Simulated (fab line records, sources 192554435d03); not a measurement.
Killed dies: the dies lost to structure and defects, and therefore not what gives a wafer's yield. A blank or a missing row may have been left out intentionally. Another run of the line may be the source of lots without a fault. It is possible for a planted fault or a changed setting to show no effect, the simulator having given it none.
Matching of chambers + flow n5 finfet + N5_BEOL_M3_STRIP_66 on rie diel-04 has 4 sister chambers
The step strips in CF4. 4 wafers are shown with their chamber, then 9 later ones without.

## WAFERS, EACH WITH ITS CHAMBER
| wafer  | chamber | drypump motor current A (A) |
|--------|---------|-----------------------------|
| L086.5 | 2       | 5.7                         |
| L087.1 | 0       | 6.4                         |
| L087.2 | 1       | 5.9                         |
| L087.3 | 3       | 5.6                         |

## WAFERS WITH NO CHAMBER GIVEN
| wafer  | drypump motor current A (A) |
|--------|-----------------------------|
| L088.1 | 6.4                         |
| L088.2 | 5.9                         |
| L088.6 | 5.7                         |
| L091.2 | 5.6                         |
| L091.4 | 6.0                         |
| L091.5 | 6.4                         |
| L093.1 | 6.4                         |
| L093.5 | 5.6                         |
| L093.6 | 6.4                         |

## THE CHAMBER EACH PASSED THROUGH
| wafer  | from the rows above | in truth                   |
|--------|---------------------|----------------------------|
| L088.1 | 0                   | 0                          |
| L088.2 | 1                   | 1                          |
| L088.6 | 2                   | 2                          |
| L091.2 | 3                   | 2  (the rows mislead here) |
| L091.4 | 1                   | 1                          |
| L091.5 | 0                   | 0                          |
| L093.1 | 0                   | 0                          |
| L093.5 | 3                   | 3                          |
| L093.6 | 0                   | 0                          |
Correctly placed: 8 of 9. Can't be placed from these rows: 0. 1 placed wrongly.
How it was worked out, from the rows above alone: a wafer's distance from a chamber is the root of the sum, over the readings, of the square of ((its reading less the chamber's mean) divided by the reading's scatter). The wafer belongs to the nearest chamber; if the next one is less than 2 further off, it can't be placed. A chamber's mean is the mean of its shown wafers. The scatter: with one shown wafer a chamber, the root of the mean of the squares of how far each hidden wafer lies from its nearest shown one.
